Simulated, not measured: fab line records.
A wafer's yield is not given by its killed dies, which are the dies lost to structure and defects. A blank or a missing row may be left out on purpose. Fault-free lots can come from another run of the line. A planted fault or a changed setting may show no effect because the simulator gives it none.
What tool caused it? ; flow nandHarc ; 14 lots with 42 wafers sampled at 2 steps, on a route of 1302 steps

== WHAT EACH GAUGE READ, for each wafer ==
NHARC_A_ONON_D2_THK_MEAS_08: measures by ellipsometry. Usual: thkNm at 1001 nm, with a standard deviation of 11.
lot;measured;on;thkNm (nm);flag
L154;day 12 18:47;filmMetro-01;998 997 996;
L155;day 12 18:49;filmMetro-02;1014 1014 1014;
L157;day 14 01:05;filmMetro-02;1009 1010 1008;
L158;day 14 12:05;filmMetro-01;1010 1009 1011;
L161;day 14 19:46;filmMetro-02;1009 1010 1008;
L159;day 14 19:46;filmMetro-01;994 993 994;
L162;day 15 21:45;filmMetro-02;994 995 990;
L163;day 16 17:07;filmMetro-01;1010 1010 1008;
L164;day 16 17:20;filmMetro-01;997 998 997;
L165;day 16 20:15;filmMetro-01;998 999 998;
L167;day 18 07:22;filmMetro-01;988 987 990;
L168;day 18 07:29;filmMetro-02;1020 1017 1019;
L169;day 19 05:13;filmMetro-01;992 993 991;
L175;day 21 08:31;filmMetro-01;1018 1019 1017;

NHARC_A_ONON_D2_INSPECT_32. Usual: rawDefectCount at 390, with a standard deviation of 130.
lot;measured;on;rawDefectCount;flag
L154;day 13 06:37;defectInspect-02;451 417 455;
L155;day 13 06:37;defectInspect-01;320 650 605;
L157;day 14 12:25;defectInspect-01;268 400 260;
L158;day 14 23:29;defectInspect-01;267 365 396;
L161;day 15 07:26;defectInspect-01;379 327 526;
L159;day 15 07:05;defectInspect-02;225 222 295;
L162;day 16 09:05;defectInspect-02;460 451 599;
L163;day 17 06:29;defectInspect-01;277 363 333;
L164;day 17 06:28;defectInspect-01;566 520 796;
L165;day 17 06:37;defectInspect-02;541 416 319;
L167;day 18 20:38;defectInspect-02;224 208 269;
L168;day 18 20:39;defectInspect-01;404 391 259;
L169;day 19 16:51;defectInspect-01;461 341 357;
L175;day 21 19:49;defectInspect-02;323 400 328;

== TOOL THAT RAN EACH LOT (tool first, then ch and the chambers of the sampled wafers, then the start) ==
No process step before these readings appears in the record.

== AS READ BY THE TOOLS THEMSELVES (means over the sampled wafers that have a number; for cases with no such wafer, the mark the record gives instead) ==
The record holds no such reading with a usual standard deviation.

== THE ANSWER, worked out from the rows above alone ==
Rule: a lot is off if the mean of its wafers that have a number lies more than 3 standard deviations from the usual mean. Also off: a lot with no number at a reading for which 4 or more lots have one. The other lots that the step has rows for count as sound. Order of review: gauges by route order, followed by the tools' own readings, for which a lot's mean as printed above is used. At the first step where some lot is off, the reading lying furthest off is the one used; lots without a number count as furthest.
Nothing can be told from this: no lot is off at any reading shown.

== WHAT THE SIMULATOR HAD INSERTED ==
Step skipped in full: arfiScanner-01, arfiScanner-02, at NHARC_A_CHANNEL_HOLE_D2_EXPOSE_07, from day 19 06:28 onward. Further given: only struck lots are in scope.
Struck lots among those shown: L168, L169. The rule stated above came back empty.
